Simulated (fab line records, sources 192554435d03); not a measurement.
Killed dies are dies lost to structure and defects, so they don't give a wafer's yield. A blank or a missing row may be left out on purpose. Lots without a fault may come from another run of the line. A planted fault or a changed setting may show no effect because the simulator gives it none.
fab line records | flow n5_finfet
record lots=6 wafers=18 last_day=18
route steps=1938 shown BEOL_M5@1189 BEOL_M6@1194
lots that met no fault: from a run of the same line without faults
start_h: hours from the record's first day to the start of the lot's first wafer shown | wait_h: hours since the lot's step before | " the same as in the row above | L1.1+2: a row that stands for several wafers | - no value, or no start given | * or withheld: withheld | < > ~ a bound
route shown NAME@n: a module of which the file shows steps, and the number in the route of the first | usual: mean/standard deviation of fault-free wafers | same: alike in all rows | chamber/n: place in a boat | sites: the reading at each site | _std_site: their standard deviation | _edge_site: outer sites' mean less inner sites' | radius_mm: how far each site lies from the wafer's centre | mask NAME#n: copy n | behind: the tool/chamber that last shaped the wafer | hold: why the lot was held/for how many hours/how that ended | device: the transistor (n, p or np) that didn't switch | end of line: the same wafers' tests at the end of the route | a step without rows: its recipe alone | killed: dies lost to structure and defects at the first sort, not the wafer's yield | map: a wafer's dies, x killed, . not, _ none there
set.NAME: the setting as run; set.NAME@STEP: as run at that earlier step | model.NAME: the simulator's own value behind a step, which no gauge read
lots at some steps of the route; a table a step, a row a wafer
services: from which hour (start_h, from the record's first day; less than 0 if before it) a tool's chamber was out of use, for how many hours, and why
## steps
# step N5_BEOL_M5_CO_CAP_78
# recipe material=Co target_thk_a=20 temp_c=200 precursor=CCTBA/H2 pressure_torr=30 time_s=102.1
# usual heater_power_w=222/10
# columns lot.wafer tool chamber start_h wait_h heater_power_w
L130.1 cvd_co-02 2 196.47 0.0 205
L130.2 " 0 " " 231
L130.5 " 0 " " 240
L137.1 cvd_co-02 0 237.95 0.0 234
L137.2 " 2 " " 202
L137.3 " 1 " " 222
L143.2 cvd_co-02 2 269.52 0.0 201
L143.3 " 1 " " 219
L143.6 " 2 " " 203
L147.1 cvd_co-02 2 295.52 0.0 201
L147.3 " 0 " " 228
L147.6 " 1 " " 223
L149.1 cvd_co-02 0 315.05 0.0 231
L149.4 " 0 " " 231
L149.5 " 2 " " 202
L150.1 cvd_co-01 2 327.72 0.0 218
L150.3 " 0 " " 232
L150.5 " 0 " " 236
# step N5_BEOL_M5_PRE_CLEAN_55
# recipe gas=NH3 time_s=15 temp_c=withheld rf_power_w=300
# step N5_BEOL_M5_DEP_56
# recipe material=SiCN target_thk_a=80 temp_c=withheld precursor=3MS/NH3 pressure_torr=3 rf_w=202 time_s=14
# usual showerhead_plenum_p_Torr=3.668/0.014 throttle_valve_pct=9.1/0.49
# columns lot.wafer tool chamber start_h wait_h showerhead_plenum_p_Torr throttle_valve_pct
L130.1 pecvd-02 2 196.59 0.0 3.689 8.6
L130.2 " 1 " " 3.661 9.3
L130.5 " 1 " " 3.671 9.7
L137.1 pecvd-03 1 238.07 0.0 3.671 9.6
L137.2 " 2 " " 3.652 7.9
L137.3 " 0 " " 3.659 9.1
L143.2 pecvd-01 1 269.64 0.0 3.671 9.1
L143.3 " 2 " " 3.666 9.0
L143.6 " 2 " " 3.664 9.1
L147.1 pecvd-02 1 295.64 0.0 3.666 9.4
L147.3 " 2 " " 3.695 9.0
L147.6 " 1 " " 3.658 9.8
L149.1 pecvd-02 1 315.16 0.0 3.659 9.3
L149.4 " 2 " " 3.692 8.8
L149.5 " 1 " " 3.672 9.6
L150.1 pecvd-02 0 327.83 0.0 3.665 9.5
L150.3 " 1 " " 3.657 9.4
L150.5 " 0 " " 3.661 9.7
# step N5_BEOL_M5_RS_MEAS_57
# recipe thk_meas_gauge=four-point-probe reads=Co_of_BEOL_M5_CO_CAP_78+Cu_of_BEOL_M5_ECD_50+Co_of_BEOL_M5_CVD_47+TaN_of_BEOL_M5_ALD_86
# usual M5_RS=0.403/0.017
# columns lot.wafer tool chamber start_h wait_h M5_RS[ohm/sq]
L130.1 film_metro-02 - 196.66 0.0 0.403
L130.2 " - " " 0.398
L130.5 " - " " 0.422
L137.1 film_metro-01 - 238.13 0.0 0.402
L137.2 " - " " 0.433
L137.3 " - " " 0.394
L143.2 film_metro-01 - 269.71 0.1 0.408
L143.3 " - " " 0.447
L143.6 " - " " 0.394
L147.1 film_metro-01 - 295.71 0.0 0.395
L147.3 " - " " 0.378
L147.6 " - " " 0.389
L149.1 film_metro-02 - 315.23 0.0 0.423
L149.4 " - " " 0.396
L149.5 " - " " 0.402
L150.1 film_metro-02 - 327.90 0.0 0.413
L150.3 " - " " 0.427
L150.5 " - " " 0.404
# step N5_BEOL_M5_INSPECT_58
# recipe inspect_instrument=darkfield mode=post_dep
# usual raw_defect_count=77/27
# columns lot.wafer tool chamber start_h wait_h raw_defect_count
L130.1 defect_inspect-01 - 196.68 0.0 47
L130.2 " - " " 43
L130.5 " - " " 95
L137.1 defect_inspect-02 - 238.16 0.0 94
L137.2 " - " " 87
L137.3 " - " " 97
L143.2 defect_inspect-01 - 269.73 0.0 170
L143.3 " - " " 109
L143.6 " - " " 110
L147.1 defect_inspect-02 - 295.73 0.0 113
L147.3 " - " " 120
L147.6 " - " " 90
L149.1 defect_inspect-01 - 315.26 0.0 77
L149.4 " - " " 144
L149.5 " - " " 91
L150.1 defect_inspect-02 - 327.92 0.0 73
L150.3 " - " " 92
L150.5 " - " " 80
# step N5_BEOL_M6_ILD_DEP_00
# recipe material=SiCOH_lowk target_thk_a=1797.5 temp_c=300 precursor=DEMS/porogen pressure_torr=5 rf_w=500 time_s=33.4
# step N5_BEOL_M6_CURE_74
# recipe temp_c=385 time_s=240 ambient=He/Ar material=SiCOH_lowk
# step N5_BEOL_M6_THK_MEAS_01
# recipe reads=SiCOH_lowk_of_BEOL_M6_ILD_DEP_00
# usual M6_ILD_THK=155.3/2
# columns lot.wafer tool chamber start_h wait_h M6_ILD_THK[nm]
L130.1 film_metro-02 - 197.39 0.4 152.5
L130.2 " - " " 152.0
L130.5 " - " " 154.3
L137.1 film_metro-02 - 238.77 0.4 153.5
L137.2 " - " " 155.4
L137.3 " - " " 152.1
L143.2 film_metro-02 - 270.35 0.4 154.1
L143.3 " - " " 154.9
L143.6 " - " " 155.4
L147.1 film_metro-01 - 296.37 0.4 155.0
L147.3 " - " " 158.2
L147.6 " - " " 156.7
L149.1 film_metro-01 - 315.92 0.4 153.5
L149.4 " - " " 155.5
L149.5 " - " " 155.0
L150.1 film_metro-01 - 328.54 0.4 154.7
L150.3 " - " " 155.2
L150.5 " - " " 159.1
# step N5_BEOL_M6_PECVD_70
# recipe material=SiO2 target_thk_a=200 temp_c=400 precursor=TEOS/O2 pressure_torr=5.5 rf_w=450 teos_flow_sccm=53.8 gas=O2 flow_sccm=3000 time_s=22.7
# usual heater_power_w=724/140 showerhead_plenum_p_Torr=8.84/0.097 throttle_valve_pct=22.3/2.2
# columns lot.wafer tool chamber start_h wait_h heater_power_w showerhead_plenum_p_Torr throttle_valve_pct
L130.1 pecvd-04 1 197.43 0.0 602 8.99 19.8
L130.2 " 2 " " 866 8.78 20.3
L130.5 " 1 " " 610 8.99 19.7
L137.1 pecvd-02 1 238.81 0.0 912 8.74 23.8
L137.2 " 0 " " 495 8.80 23.8
L137.3 " 2 " " 833 8.93 21.5
L143.2 pecvd-04 0 270.38 0.0 620 8.79 26.3
L143.3 " 1 " " 592 9.00 19.6
L143.6 " 1 " " 584 9.00 20.0
L147.1 pecvd-04 0 296.41 0.0 676 8.80 26.6
L147.3 " 2 " " 942 8.77 20.9
L147.6 " 2 " " 931 8.79 20.8
L149.1 pecvd-04 1 315.96 0.0 603 8.98 20.1
L149.4 " 0 " " 555 8.83 26.4
L149.5 " 1 " " 635 9.02 20.1
L150.1 pecvd-04 2 328.58 0.0 927 8.79 20.6
L150.3 " 0 " " 623 8.82 26.5
L150.5 " 1 " " 573 9.00 20.0
# step N5_BEOL_M6_HM_DEP_02
# recipe material=TiN target_thk_a=200 temp_c=25 chamber_pressure_pa=0.49996
# usual throttle_valve_pct=30.2/1.3
# columns lot.wafer tool chamber start_h wait_h throttle_valve_pct
L130.1 pvd_sputter-01 - 198.74 1.3 29.0
L130.2 " - " " 31.0
L130.5 " - " " 29.0
L137.1 pvd_sputter-02 - 239.95 1.1 30.3
L137.2 " - " " 31.4
L137.3 " - " " 30.4
L143.2 pvd_sputter-01 - 272.37 2.0 31.1
L143.3 " - " " 28.9
L143.6 " - " " 28.8
L147.1 pvd_sputter-01 - 298.29 1.9 31.1
L147.3 " - " " 29.2
L147.6 " - " " 28.7
L149.1 pvd_sputter-02 - 319.20 3.2 30.5
L149.4 " - " " 28.5
L149.5 " - " " 30.6
L150.1 pvd_sputter-01 - 328.86 0.3 29.3
L150.3 " - " " 28.7
L150.5 " - " " 29.0
# step N5_BEOL_M6_COAT_59
# recipe resist=SOC temp_c=250 time_s=60 spin_rpm=1500 resist_thk_nm=100
# step N5_BEOL_M6_COAT_60
# recipe resist=SiARC temp_c=220 time_s=60 spin_rpm=1500 resist_thk_nm=35
# step N5_BEOL_M6_COAT_05
# recipe resist=CAR-ArF spin_rpm=1500 resist_thk_nm=90
# usual dispense_pressure_kPa=51.3/2.8 spin_speed_rpm=1500.0/1.2
# columns lot.wafer tool chamber start_h wait_h dispense_pressure_kPa spin_speed_rpm model.CAR-ArF_of_BEOL_M6_COAT_05.thk_nm
L130.1 litho_track-01 0 198.87 - 48.7 1501.3 90
L130.2 " 0 " " 48.6 1499.9 89.8
L130.5 " 0 " " 48.7 1499.4 90
L137.1 litho_track-05 0 240.08 - 55.5 1500.4 90.6
L137.2 " 0 " " 55.5 1500.5 90.4
L137.3 " 0 " " 55.5 1499.3 90.2
L143.2 litho_track-02 0 272.50 - 50.3 1499.5 90
L143.3 " 0 " " 50.2 1501.0 90.4
L143.6 " 0 " " 50.2 1500.7 90
L147.1 litho_track-02 0 298.42 - 50.3 1414.8 92.8
L147.3 " 0 " " 50.3 1411.0 92.8
L147.6 " 0 " " 50.3 1412.3 92.6
L149.1 litho_track-02 0 319.34 - 50.3 1412.2 93
L149.4 " 0 " " 50.3 1408.2 92.6
L149.5 " 0 " " 50.3 1408.7 92.6
L150.1 litho_track-05 0 328.99 - 55.5 1500.3 90.4
L150.3 " 0 " " 55.5 1501.2 90.8
L150.5 " 0 " " 55.5 1499.2 90.6
# step N5_BEOL_M6_EBR_07
# recipe solvent=PGMEA ebr_width_mm=1.5
# step N5_BEOL_M6_SOFTBAKE_06
# recipe temp_c=110 time_s=60 resist=CAR-ArF
# step N5_BEOL_M6_EXPOSE_08
# recipe mask_id=M6 na=1.35 source_shape=dipole sigma_inner=0.817 sigma_outer=0.97 polarization=te dose_mj=68.25
# step N5_BEOL_M6_PEB_09
# recipe peb_temp_c=withheld peb_time_s=60 resist=CAR-ArF
# step N5_BEOL_M6_DEVELOP_10
# recipe develop_time_s=30 developer=TMAH resist=CAR-ArF rinse_liquid=diw dry=air_spin dev_temp_c=23
# step N5_BEOL_M6_CD_MEAS_11
# recipe target_cd_nm=38.5 landing_energy_ev=500 detector=se_inlens polarity=opening
# usual cd_nm=38.5/0.55
# columns lot.wafer tool chamber start_h wait_h cd_nm
L130.1 cd_sem-01 0 199.24 - 38.6
L130.2 " 0 " " 39.4
L130.5 " 0 " " 38.4
L137.1 cd_sem-03 0 240.45 - 38.3
L137.2 " 0 " " 37.9
L137.3 " 0 " " 38.2
L143.2 cd_sem-01 0 272.86 - 38.4
L143.3 " 0 " " 37.8
L143.6 " 0 " " 38.3
L147.1 cd_sem-02 0 298.79 - 37.6
L147.3 " 0 " " 38.0
L147.6 " 0 " " 38.9
L149.1 cd_sem-03 0 319.58 - 37.1
L149.4 " 0 " " 38.6
L149.5 " 0 " " 37.5
L150.1 cd_sem-03 0 329.23 - 37.8
L150.3 " 0 " " 37.4
L150.5 " 0 " " 37.7
# step N5_BEOL_M6_OVL_MEAS_12
# recipe points_per_wafer=44
# usual M6_OVL=0.3/0.7
# columns lot.wafer tool chamber start_h wait_h M6_OVL[nm]
L130.1 overlay-01 0 199.27 0.0 0.2
L130.2 " 0 " " 1.5
L130.5 " 0 " " 1.0
L137.1 overlay-01 0 240.48 0.0 0.2
L137.2 " 0 " " 0.4
L137.3 " 0 " " 1.0
L143.2 overlay-01 0 272.89 0.0 0.1
L143.3 " 0 " " 0.2
L143.6 " 0 " " 0.6
L147.1 overlay-01 0 298.82 0.0 0.7
L147.3 " 0 " " 0.6
L147.6 " 0 " " 1.0
L149.1 overlay-01 0 319.61 0.0 1.3
L149.4 " 0 " " 1.5
L149.5 " 0 " " 0.8
L150.1 overlay-01 0 329.26 0.0 0.1
L150.3 " 0 " " -0.2
L150.5 " 0 " " 0.6
# step N5_BEOL_M6_INSPECT_13
# recipe mode=adi inspect_instrument=brightfield
# usual raw_defect_count=410/98
# columns lot.wafer tool chamber start_h wait_h raw_defect_count
L130.1 defect_inspect-01 - 199.29 0.0 423
L130.2 " - " " 320
L130.5 " - " " 408
L137.1 defect_inspect-02 - 240.50 0.0 430
L137.2 " - " " 352
L137.3 " - " " 495
L143.2 defect_inspect-02 - 272.92 0.0 805
L143.3 " - " " 519
L143.6 " - " " 502
L147.1 defect_inspect-02 - 298.84 0.0 436
L147.3 " - " " 524
L147.6 " - " " 436
L149.1 defect_inspect-01 - 319.63 0.0 355
L149.4 " - " " 473
L149.5 " - " " 412
L150.1 defect_inspect-02 - 329.28 0.0 360
L150.3 " - " " 555
L150.5 " - " " 402
# step N5_BEOL_M6_DESCUM_16
# recipe chemistry=O2 time_s=7.9 source_power_w=50 bias_power_w=20 pressure_mtorr=20 rf_frequency_hz=2.712e+07 temp_c=40 resist=CAR-ArF o2_flow_sccm=225
# usual drypump_motor_current_A=5.6/0.45 oes_product_au=0.81/0.1 rf_vpp_V=243.1/1.7 showerhead_plenum_p_Torr=2.10/0.11 throttle_valve_pct=20.46/0.26
# columns lot.wafer tool chamber start_h wait_h drypump_motor_current_A oes_product_au rf_hours_counter_h rf_vpp_V showerhead_plenum_p_Torr throttle_valve_pct
L130.1 rie_diel-04 3 199.32 0.0 5.3 1.00 1 245.4 2.23 20.20
L130.2 " 1 " " 4.9 0.70 196 241.3 1.99 20.60
L130.5 " 2 " " 6.1 0.68 - 241.1 2.01 21.01
L137.1 rie_diel-03 0 240.53 0.0 5.5 0.86 64 244.3 2.25 20.45
L137.2 " 2 " " 5.2 0.77 145 242.9 1.98 20.18
L137.3 " 3 " " 5.3 0.69 228 242.9 2.06 20.47
L143.2 rie_diel-04 1 273.42 0.5 4.9 0.68 223 241.3 1.98 20.63
L143.3 " 3 " " 5.3 0.91 29 244.8 2.22 20.24
L143.6 " 0 " " 5.5 0.89 - 245.8 2.15 20.23
L147.1 rie_diel-05 0 298.99 0.1 5.8 0.86 54 240.8 2.06 20.44
L147.3 " 3 " " 6.0 0.77 144 243.8 2.19 20.38
L147.6 " 1 " " 6.5 0.88 - 245.2 2.24 20.58
L149.1 rie_diel-04 3 319.95 0.3 5.3 0.87 52 245.3 2.21 20.28
L149.4 " 3 " " 5.3 0.89 - 244.3 2.21 20.28
L149.5 " 2 " " 6.2 0.94 - 245.7 2.27 20.63
L150.1 rie_diel-04 1 329.41 0.1 4.9 0.67 249 239.9 1.98 20.67
L150.3 " 3 " " 5.3 0.88 55 244.1 2.21 20.26
L150.5 " 2 " " 6.1 0.93 - 243.2 2.27 20.64
# step N5_BEOL_M6_ETCH_61
# recipe chemistry=CF4 target=SiARC target_depth_a=455 mask_material=CAR-ArF time_s=75.8 ion_energy_ev=80 pressure_mtorr=40 source_w=545 bias_w=36 Ar_flow_sccm=100 cf4_flow_sccm=100 ends=cleared
# usual bias_w=36.00/0.12 drypump_motor_current_A=5.6/0.46 etch_rf_on_time_s=75/3.6 oes_product_au=0.70/0.093 rf_vpp_V=184.0/1.4 showerhead_plenum_p_Torr=2.14/0.095 throttle_valve_pct=15.6/0.32
# columns lot.wafer tool chamber start_h wait_h bias_w drypump_motor_current_A etch_rf_on_time_s oes_product_au rf_hours_counter_h rf_vpp_V showerhead_plenum_p_Torr throttle_valve_pct model.CAR-ArF_of_BEOL_M6_COAT_05.thk_nm
L130.1 rie_diel-04 3 199.36 0.0 35.97 5.3 71 0.87 1 185.1 2.27 15.2 50.8
L130.2 " 1 " " 35.94 4.9 81 0.59 196 184.3 2.05 15.9 50.8
L130.5 " 2 " " 36.03 6.2 77 0.59 - 182.7 2.03 16.0 50.8
L137.1 rie_diel-03 0 240.57 0.0 36.05 5.5 71 0.74 64 185.7 2.26 15.3 51.4
L137.2 " 2 " " 35.89 5.2 74 0.66 145 182.8 2.06 15.6 51.2
L137.3 " 3 " " 35.89 5.4 75 0.60 228 183.1 2.12 15.9 51
L143.2 rie_diel-04 1 273.46 0.0 35.78 4.9 81 0.57 223 182.4 2.04 15.9 51.2
L143.3 " 3 " " 35.99 5.3 71 0.79 29 184.5 2.26 15.3 51.2
L143.6 " 0 " " 36.14 5.5 71 0.79 - 184.9 2.15 15.1 50.8
L147.1 rie_diel-05 0 299.02 0.0 36.10 5.8 78 0.73 54 183.5 2.07 15.3 53.8
L147.3 " 3 " " 35.96 5.9 74 0.67 144 186.7 2.23 15.5 53.6
L147.6 " 1 " " 35.94 6.5 77 0.76 - 185.4 2.25 15.6 53.6
L149.1 rie_diel-04 3 319.99 0.0 36.07 5.3 72 0.76 52 185.7 2.25 15.3 53.8
L149.4 " 3 " " 36.10 5.3 71 0.77 - 184.6 2.25 15.3 53.4
L149.5 " 2 " " 36.07 6.2 74 0.80 - 185.5 2.27 15.5 53.6
L150.1 rie_diel-04 1 329.44 0.0 35.99 4.9 83 0.56 249 183.2 2.04 16.0 51.2
L150.3 " 3 " " 35.95 5.3 72 0.75 55 185.9 2.25 15.3 51.6
L150.5 " 2 " " 36.06 6.2 75 0.80 - 185.4 2.27 15.5 51.4
# step N5_BEOL_M6_ETCH_62
# recipe chemistry=N2/H2 target=SOC target_depth_a=1100 overetch_a=220 mask_material=SiARC temp_c=40 time_s=165 ion_energy_ev=200 pressure_mtorr=30 source_w=840 bias_w=150 n2_flow_sccm=200 h2_flow_sccm=200
## services
# columns tool chamber start_h hours kind
rie_diel-04 3 174.86 - clean
rie_diel-04 3 174.86 - consumable_replace:focus_ring
rie_diel-04 3 174.86 - consumable_replace:showerhead
rie_diel-04 3 174.86 20.3 scheduled_down
rie_diel-04 3 174.86 20.3 vent_cycle
cvd_co-02 0 182.88 9.2 repair
rie_diel-04 2 201.91 1.7 repair
pecvd-02 - 212.03 0.5 repair
pecvd-01 2 212.05 5.7 repair
cvd_co-02 - 220.65 2.8 pm
rie_diel-05 3 236.18 4.1 repair
pecvd-02 - 241.03 1.7 repair
rie_diel-03 1 247.14 7.8 repair
pecvd-03 1 260.96 144.4 repair
pecvd-02 0 265.03 22.1 repair
pecvd-02 - 265.85 0.7 repair
rie_diel-04 2 268.75 - clean
rie_diel-04 2 268.75 - consumable_replace:focus_ring
cvd_co-01 - 269.72 1.0 repair
pecvd-04 - 280.33 0.9 repair
pecvd-02 - 285.58 0.6 repair
rie_diel-05 2 293.13 6.3 repair
rie_diel-04 0 302.16 21.8 repair
rie_diel-04 - 322.52 0.7 repair
## key
first_sign step=N5_BEOL_M6_COAT_05 reading=spin_speed_rpm direction=down sigmas=77 usual=* struck=*
effect none on later readings
model_effect step=N5_BEOL_M6_COAT_05 value=CAR-ArF_of_BEOL_M6_COAT_05.thk_nm without=89.93 struck=92.73
model_effect step=N5_BEOL_M6_ETCH_61 value=CAR-ArF_of_BEOL_M6_COAT_05.thk_nm without=50.83 struck=53.63
met_at N5_BEOL_M6_COAT_05
struck_wafers L147.1,L147.3,L147.6,L149.1,L149.4,L149.5
rows_end L147.1,L147.3,L147.6,L149.1,L149.4,L149.5
onset_between 272.50 298.42
fault kind=process_parameter_drift tool=litho_track-02 chamber=- onset_h=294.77 steps=N5_BEOL_M6_COAT_05 channel=spin_rpm offset=* shape=step acts_in=* stated=*
# rows_end: these wafers met a further fault down the route, and their rows from its step on are left out
